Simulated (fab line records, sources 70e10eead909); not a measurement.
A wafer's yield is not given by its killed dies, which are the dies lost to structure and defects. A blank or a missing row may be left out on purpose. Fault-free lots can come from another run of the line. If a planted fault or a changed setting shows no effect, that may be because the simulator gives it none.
Which tool did it?    flow nand_harc    Sampling: 24 lots, 72 wafers, 6 of 1302 route steps

## WHAT THE GAUGES SHOWED, per wafer
NHARC_A_M0_INSPECT_11. Usual: raw_defect_count reads 81 (standard deviation 35).
lot   measured      on                 raw_defect_count  flag
L074  day 22 23:22  defect_inspect-01  65 48 54          
L075  day 23 13:23  defect_inspect-01  97 129 111        
L077  day 23 16:24  defect_inspect-02  68 70 95          
L076  day 23 21:26  defect_inspect-02  82 91 101         
L079  day 24 20:43  defect_inspect-02  72 70 61          
L078  day 25 05:32  defect_inspect-02  95 103 109        
L080  day 25 22:53  defect_inspect-02  96 75 82          
L082  day 26 00:50  defect_inspect-02  66 82 79          
L081  day 26 13:59  defect_inspect-01  86 83 78          
L083  day 26 15:41  defect_inspect-01  138 139 144       
L085  day 26 17:59  defect_inspect-02  37 43 32          
L084  day 27 05:37  defect_inspect-02  73 77 66          
L086  day 27 09:44  defect_inspect-02  59 65 48          
L087  day 27 18:17  defect_inspect-02  91 71 81          
L088  day 28 10:29  defect_inspect-02  110 126 109       
L089  day 28 13:47  defect_inspect-01  38 45 59          
L090  day 29 06:45  defect_inspect-01  32 47 29          
L091  day 29 23:55  defect_inspect-02  167 144 147       
L092  day 30 10:54  defect_inspect-02  94 89 76          
L093  day 30 12:23  defect_inspect-02  88 74 111         
L094  day 30 20:02  defect_inspect-01  23 30 44          
L097  day 31 13:46  defect_inspect-02  79 83 73          
L096  day 31 16:02  defect_inspect-01  146 139 158       
L095  day 31 18:04  defect_inspect-02  28 21 17          

NHARC_A_BONDPAD_INSPECT_23. Usual: raw_defect_count reads 558 (standard deviation 120).
lot   measured      on                 raw_defect_count  flag
L074  day 23 10:38  defect_inspect-02  538 469 348       
L075  day 24 00:46  defect_inspect-01  592 660 470       
L077  day 24 04:32  defect_inspect-02  541 435 538       
L076  day 24 08:48  defect_inspect-02  966 623 700       
L079  day 25 08:01  defect_inspect-01  541 482 491       
L078  day 25 16:59  defect_inspect-01  557 583 475       
L080  day 26 10:05  defect_inspect-01  578 560 474       
L082  day 26 12:17  defect_inspect-01  580 688 711       
L081  day 27 01:20  defect_inspect-01  615 545 551       
L083  day 27 02:55  defect_inspect-02  480 615 530       
L085  day 27 05:15  defect_inspect-02  688 624 535       
L084  day 27 17:33  defect_inspect-02  400 481 499       
L086  day 27 21:43  defect_inspect-01  451 411 558       
L087  day 28 05:41  defect_inspect-02  532 396 371       
L088  day 28 22:02  defect_inspect-01  588 591 561       
L089  day 29 01:04  defect_inspect-02  457 361 442       
L090  day 29 18:20  defect_inspect-02  505 373 317       
L091  day 30 11:35  defect_inspect-01  613 599 715       
L092  day 30 22:19  defect_inspect-01  477 603 646       
L093  day 30 23:41  defect_inspect-01  472 579 454       
L094  day 31 07:31  defect_inspect-01  669 709 1025      
L097  day 32 01:47  defect_inspect-01  780 552 461       
L096  day 32 03:50  defect_inspect-02  571 557 684       
L095  day 32 05:20  defect_inspect-01  422 463 508       

## TOOL THAT RAN EACH LOT (tool first, then ch and the chambers of the sampled wafers, then the start)
lot   NHARC_A_M1_ANNEAL_31              NHARC_A_BONDPAD_ETCH_12                        NHARC_A_BONDPAD_ETCH_24                        NHARC_A_BONDPAD_CMP_19
L074  rtp_anneal-01 ch 0, day 23 05:10  rie_diel-11 ch 1,2, day 23 10:10 or earlier    rie_diel-11 ch 0,1,2, day 23 10:10 or earlier  cmp-03 ch 0,1,3, day 23 10:10
L075  rtp_anneal-01 ch 0, day 23 19:29  rie_diel-01 ch 0,1,2, day 24 00:13 or earlier  rie_diel-11 ch 0,2,3, day 24 00:13 or earlier  cmp-03 ch 0,1,2, day 24 00:13
L077  rtp_anneal-01 ch 0, day 23 22:30  rie_diel-11 ch 2,3, day 24 04:01 or earlier    rie_diel-11 ch 0,2, day 24 04:01 or earlier    cmp-02 ch 2,3, day 24 04:01
L076  rtp_anneal-01 ch 0, day 24 03:23  rie_diel-11 ch 0,1,3, day 24 08:19 or earlier  rie_diel-11 ch 1,2,3, day 24 08:19 or earlier  cmp-01 ch 1,2,3, day 24 08:19
L079  rtp_anneal-01 ch 0, day 25 02:31  rie_diel-01 ch 1,2,3, day 25 07:28 or earlier  rie_diel-01 ch 1,3, day 25 07:28 or earlier    cmp-03 ch 0,1,2, day 25 07:28
L078  rtp_anneal-01 ch 0, day 25 11:26  rie_diel-01 ch 1,2,3, day 25 16:28 or earlier  rie_diel-13 ch 1,2,3, day 25 16:28 or earlier  cmp-01 ch 0,1, day 25 16:28
L080  rtp_anneal-01 ch 0, day 26 04:38  rie_diel-01 ch 0,1, day 26 09:34 or earlier    rie_diel-01 ch 0,3, day 26 09:34 or earlier    cmp-03 ch 0,1, day 26 09:34
L082  rtp_anneal-01 ch 0, day 26 06:45  rie_diel-01 ch 0,1,2, day 26 11:49 or earlier  rie_diel-01 ch 0,1,3, day 26 11:49 or earlier  cmp-01 ch 1,2,3, day 26 11:49
L081  rtp_anneal-01 ch 0, day 26 19:55  rie_diel-01 ch 0,3, day 27 00:49 or earlier    rie_diel-11 ch 0,1,3, day 27 00:49 or earlier  cmp-01 ch 0,2,3, day 27 00:49
L083  rtp_anneal-02 ch 0, day 26 21:34  rie_diel-01 ch 1,2,3, day 27 02:22 or earlier  rie_diel-01 ch 0,1,2, day 27 02:22 or earlier  cmp-01 ch 0,2,3, day 27 02:22
L085  rtp_anneal-02 ch 0, day 26 23:47  rie_diel-01 ch 0,2,3, day 27 04:42 or earlier  rie_diel-01 ch 0,2,3, day 27 04:42 or earlier  cmp-02 ch 0,2,3, day 27 04:42
L084  rtp_anneal-02 ch 0, day 27 11:23  rie_diel-11 ch 0,2, day 27 15:29 or earlier    rie_diel-01 ch 0,1,3, day 27 15:29             cmp-01 ch 0,2, day 27 17:01
L086  rtp_anneal-01 ch 0, day 27 16:28  rie_diel-11 ch 1,2, day 27 21:10 or earlier    rie_diel-01 ch 2,3, day 27 21:10 or earlier    cmp-01 ch 1,2, day 27 21:10
L087  rtp_anneal-01 ch 0, day 28 00:16  rie_diel-01 ch 2,3, day 28 05:08 or earlier    rie_diel-01 ch 1,2, day 28 05:08 or earlier    cmp-02 ch 1,2, day 28 05:08
L088  rtp_anneal-02 ch 0, day 28 16:28  rie_diel-13 ch 0,1, day 28 21:29 or earlier    rie_diel-11 ch 0,2,3, day 28 21:29 or earlier  cmp-03 ch 0,3, day 28 21:29
L089  rtp_anneal-02 ch 0, day 28 19:46  rie_diel-01 ch 0,1, day 29 00:35 or earlier    rie_diel-11 ch 1,2, day 29 00:35 or earlier    cmp-02 ch 0,1,2, day 29 00:35
L090  rtp_anneal-02 ch 0, day 29 12:29  rie_diel-01 ch 0,2, day 29 17:47 or earlier    rie_diel-11 ch 0,1,2, day 29 17:47 or earlier  cmp-01 ch 1,2, day 29 17:47
L091  rtp_anneal-01 ch 0, day 30 05:54  rie_diel-01 ch 0,1,2, day 30 11:02 or earlier  rie_diel-11 ch 0,1,2, day 30 11:02 or earlier  cmp-01 ch 0,1,3, day 30 11:02
L092  rtp_anneal-01 ch 0, day 30 16:49  rie_diel-13 ch 0,1,3, day 30 21:46 or earlier  rie_diel-13 ch 0,1,3, day 30 21:46 or earlier  cmp-01 ch 1,2,3, day 30 21:46
L093  rtp_anneal-02 ch 0, day 30 18:11  rie_diel-11 ch 0,1,3, day 30 23:11 or earlier  rie_diel-13 ch 2,3, day 30 23:11 or earlier    cmp-02 ch 0,1,3, day 30 23:11
L094  rtp_anneal-02 ch 0, day 31 02:01  rie_diel-01 ch 0,1,2, day 31 06:59 or earlier  rie_diel-01 ch 1,2,3, day 31 06:59 or earlier  cmp-01 ch 1,2,3, day 31 06:59
L097  rtp_anneal-01 ch 0, day 31 20:04  rie_diel-11 ch 0,1,3, day 32 01:14 or earlier  rie_diel-11 ch 0,1,3, day 32 01:14 or earlier  cmp-01 ch 0,1,3, day 32 01:14
L096  rtp_anneal-01 ch 0, day 31 22:18  rie_diel-01 ch 2,3, day 32 03:20 or earlier    rie_diel-11 ch 1,3, day 32 03:20 or earlier    cmp-02 ch 1,3, day 32 03:20
L095  rtp_anneal-02 ch 0, day 31 23:57  rie_diel-01 ch 1,2,3, day 32 04:53 or earlier  rie_diel-01 ch 0,2,3, day 32 04:53 or earlier  cmp-03 ch 1,2,3, day 32 04:53
- NHARC_A_M1_ANNEAL_31: time 90 s.
- NHARC_A_BONDPAD_ETCH_12: etches the open film in CHF3/O2, target depth 220 nm, time 110 s.
- NHARC_A_BONDPAD_ETCH_24: etches the open film in CF4/N2, target depth 30 nm, time 72.99 s.
- NHARC_A_BONDPAD_CMP_19: polishes, t overpolish 30 s, cu recess touch 16 s, target thk 169.82 nm.

## AS READ BY THE TOOLS THEMSELVES (means over the sampled wafers that have a number; for cases with no such wafer, the mark the record gives instead)
NHARC_A_M1_ANNEAL_31. Usual: wafer_temp_C_max reads 225.83 (standard deviation 0.24).
lot   tool           wafer_temp_C_max  flag
L074  rtp_anneal-01  225.86            
L075  rtp_anneal-01  225.89            
L077  rtp_anneal-01  226.07            
L076  rtp_anneal-01  226.01            
L079  rtp_anneal-01  226.09            
L078  rtp_anneal-01  226.12            
L080  rtp_anneal-01  225.87            
L082  rtp_anneal-01  225.89            
L081  rtp_anneal-01  225.75            
L083  rtp_anneal-02  225.60            
L085  rtp_anneal-02  225.60            
L084  rtp_anneal-02  225.54            
L086  rtp_anneal-01  226.01            
L087  rtp_anneal-01  225.89            
L088  rtp_anneal-02  225.64            
L089  rtp_anneal-02  225.63            
L090  rtp_anneal-02  225.68            
L091  rtp_anneal-01  225.53            
L092  rtp_anneal-01  225.95            
L093  rtp_anneal-02  225.56            
L094  rtp_anneal-02  225.81            
L097  rtp_anneal-01  226.14            
L096  rtp_anneal-01  226.08            
L095  rtp_anneal-02  225.92            

NHARC_A_BONDPAD_ETCH_12. Usual: drypump_motor_current_A 5.8 A, standard deviation 0.53; o2_flow_sccm 9.996 sccm, standard deviation 0.03; oes_product_au 0.952 a.u., standard deviation 0.028; rf_vpp_V 370.9 V, standard deviation 2.4; showerhead_plenum_p_Torr 2.42 Torr, standard deviation 0.1; throttle_valve_pct 20.571 %, standard deviation 0.009.
lot   tool         drypump_motor_current_A (A)  o2_flow_sccm (sccm)  oes_product_au (a.u.)  rf_vpp_V (V)  showerhead_plenum_p_Torr (Torr)  throttle_valve_pct (%)  flag
L074  rie_diel-11  5.7                          9.956                0.910                  372.9         2.49                             20.576                  
L075  rie_diel-01  5.6                          9.997                0.929                  369.6         2.37                             20.571                  
L077  rie_diel-11  5.8                          10.025               0.911                  369.4         2.36                             20.570                  
L076  rie_diel-11  5.9                          10.020               0.922                  372.3         2.52                             20.573                  
L079  rie_diel-01  6.1                          9.985                0.975                  369.1         2.39                             20.566                  
L078  rie_diel-01  6.1                          10.003               0.973                  370.7         2.39                             20.575                  
L080  rie_diel-01  5.8                          10.002               0.959                  371.7         2.45                             20.571                  
L082  rie_diel-01  5.6                          9.975                0.953                  369.8         2.37                             20.576                  
L081  rie_diel-01  5.8                          9.966                0.972                  371.0         2.44                             20.572                  
L083  rie_diel-01  6.1                          9.977                0.973                  370.5         2.39                             20.575                  
L085  rie_diel-01  5.6                          9.975                0.962                  369.9         2.37                             20.576                  
L084  rie_diel-11  5.8                          10.002               0.972                  369.8         2.38                             20.572                  
L086  rie_diel-11  5.7                          10.003               0.912                  370.5         2.38                             20.569                  
L087  rie_diel-01  5.8                          9.990                0.965                  369.4         2.32                             20.572                  
L088  rie_diel-13  5.7                          10.003               0.931                  372.0         2.48                             20.578                  
L089  rie_diel-01  5.8                          10.000               0.959                  371.3         2.45                             20.570                  
L090  rie_diel-01  5.1                          10.003               0.978                  369.4         2.35                             20.573                  
L091  rie_diel-01  5.6                          10.036               0.929                  369.8         2.37                             20.578                  
L092  rie_diel-13  5.6                          9.981                0.970                  371.7         2.46                             20.561                  
L093  rie_diel-11  5.9                          9.993                0.924                  373.0         2.51                             20.573                  
L094  rie_diel-01  5.6                          9.999                0.970                  370.2         2.37                             20.570                  
L097  rie_diel-11  5.9                          10.019               0.918                  372.7         2.51                             20.572                  
L096  rie_diel-01  5.9                          9.983                0.958                  368.9         2.31                             20.571                  
L095  rie_diel-01  6.1                          9.969                0.967                  370.3         2.39                             20.575                  

NHARC_A_BONDPAD_ETCH_24. Usual: drypump_motor_current_A 5.8 A, standard deviation 0.45; n2_flow_sccm 99.97 sccm, standard deviation 0.26; oes_product_au 1.000 a.u., standard deviation 0.013; rf_vpp_V 314.8 V, standard deviation 2.2; showerhead_plenum_p_Torr 2.66 Torr, standard deviation 0.12; throttle_valve_pct 19.794 %, standard deviation 0.0087.
lot   tool         drypump_motor_current_A (A)  n2_flow_sccm (sccm)  oes_product_au (a.u.)  rf_vpp_V (V)  showerhead_plenum_p_Torr (Torr)  throttle_valve_pct (%)  flag
L074  rie_diel-11  5.8                          99.88                0.989                  316.2         2.72                             19.804                  
L075  rie_diel-11  5.9                          100.03               0.986                  314.9         2.65                             19.801                  
L077  rie_diel-11  5.9                          99.99                0.997                  316.1         2.71                             19.801                  
L076  rie_diel-11  5.8                          99.88                0.989                  314.2         2.65                             19.792                  
L079  rie_diel-01  6.3                          100.07               0.999                  315.2         2.70                             19.795                  
L078  rie_diel-13  5.8                          99.82                1.003                  315.4         2.67                             19.785                  
L080  rie_diel-01  5.3                          100.00               1.007                  314.3         2.64                             19.793                  
L082  rie_diel-01  5.9                          99.78                1.004                  315.0         2.67                             19.789                  
L081  rie_diel-11  5.9                          100.38               1.004                  315.3         2.75                             19.800                  
L083  rie_diel-01  5.6                          99.89                0.997                  313.5         2.59                             19.789                  
L085  rie_diel-01  5.5                          99.87                1.011                  313.6         2.59                             19.797                  
L084  rie_diel-01  5.8                          99.94                1.006                  315.6         2.67                             19.794                  
L086  rie_diel-01  5.8                          100.07               1.003                  312.8         2.54                             19.803                  
L087  rie_diel-01  5.9                          100.01               1.002                  313.1         2.54                             19.799                  
L088  rie_diel-11  5.9                          100.39               1.012                  314.5         2.64                             19.804                  
L089  rie_diel-11  5.7                          100.00               0.991                  313.3         2.60                             19.785                  
L090  rie_diel-11  5.8                          99.95                0.996                  315.6         2.71                             19.784                  
L091  rie_diel-11  5.8                          99.79                0.986                  315.8         2.71                             19.796                  
L092  rie_diel-13  5.6                          100.12               0.997                  315.8         2.69                             19.796                  
L093  rie_diel-13  5.5                          100.16               1.015                  312.8         2.60                             19.790                  
L094  rie_diel-01  6.1                          99.89                1.005                  313.1         2.62                             19.799                  
L097  rie_diel-11  5.9                          100.02               0.992                  315.3         2.74                             19.798                  
L096  rie_diel-11  5.8                          99.85                0.992                  315.8         2.74                             19.797                  
L095  rie_diel-01  5.6                          100.14               1.006                  314.0         2.59                             19.791                  

NHARC_A_BONDPAD_CMP_19. Usual: motor_current_A 12.1 A, standard deviation 1.2; overpolish_run_s 30.001 s, standard deviation 0.0087; slurry_filter_dp_kPa 13.49 kPa, standard deviation 0.13; slurry_flow_ml_min 150.1, standard deviation 0.5.
lot   tool    motor_current_A (A)  overpolish_run_s (s)  slurry_filter_dp_kPa (kPa)  slurry_flow_ml_min  flag
L074  cmp-03  11.0                 30.005                13.43                       150.3               
L075  cmp-03  10.6                 30.005                13.43                       150.2               
L077  cmp-02  11.0                 30.010                13.54                       150.3               
L076  cmp-01  12.6                 29.995                13.52                       150.0               
L079  cmp-03  10.7                 30.004                13.61                       150.3               
L078  cmp-01  12.1                 29.999                13.45                       150.5               
L080  cmp-03  10.9                 30.000                13.41                       149.7               
L082  cmp-01  12.5                 29.996                13.60                       149.8               
L081  cmp-01  12.8                 30.006                13.50                       150.4               
L083  cmp-01  13.2                 30.004                13.50                       150.1               
L085  cmp-02  11.8                 29.994                13.54                       149.6               
L084  cmp-01  13.2                 30.001                13.40                       150.6               
L086  cmp-01  13.2                 29.993                13.47                       150.4               
L087  cmp-02  11.5                 30.004                13.52                       149.8               
L088  cmp-03  11.4                 30.006                13.60                       149.8               
L089  cmp-02  12.2                 30.001                13.52                       150.1               
L090  cmp-01  13.7                 30.000                13.49                       150.4               
L091  cmp-01  12.0                 30.007                13.49                       150.4               
L092  cmp-01  13.2                 30.003                13.45                       150.0               
L093  cmp-02  11.5                 30.009                13.57                       150.3               
L094  cmp-01  12.8                 30.005                13.48                       150.1               
L097  cmp-01  12.6                 29.991                13.47                       150.4               
L096  cmp-02  11.1                 29.998                13.50                       150.2               
L095  cmp-03  10.8                 29.993                13.61                       149.5               

## THE ANSWER, worked out from the rows above alone
Rule: lot off if the mean of its wafers having a number is beyond 3 standard deviations from the usual mean. A lot without any number at a reading at which 4 lots or more have one is off too. Where the step has rows for the other lots, those lots are counted as sound. Order of review: gauges by route order, followed by the tools' own readings, for which a lot's mean as printed above is used. At the first step where some lot is off, the reading lying furthest off is the one used; lots without a number count as furthest.
No lot is off at any reading shown: from this, nothing can be told.

## WHAT THE SIMULATOR HAD PUT IN
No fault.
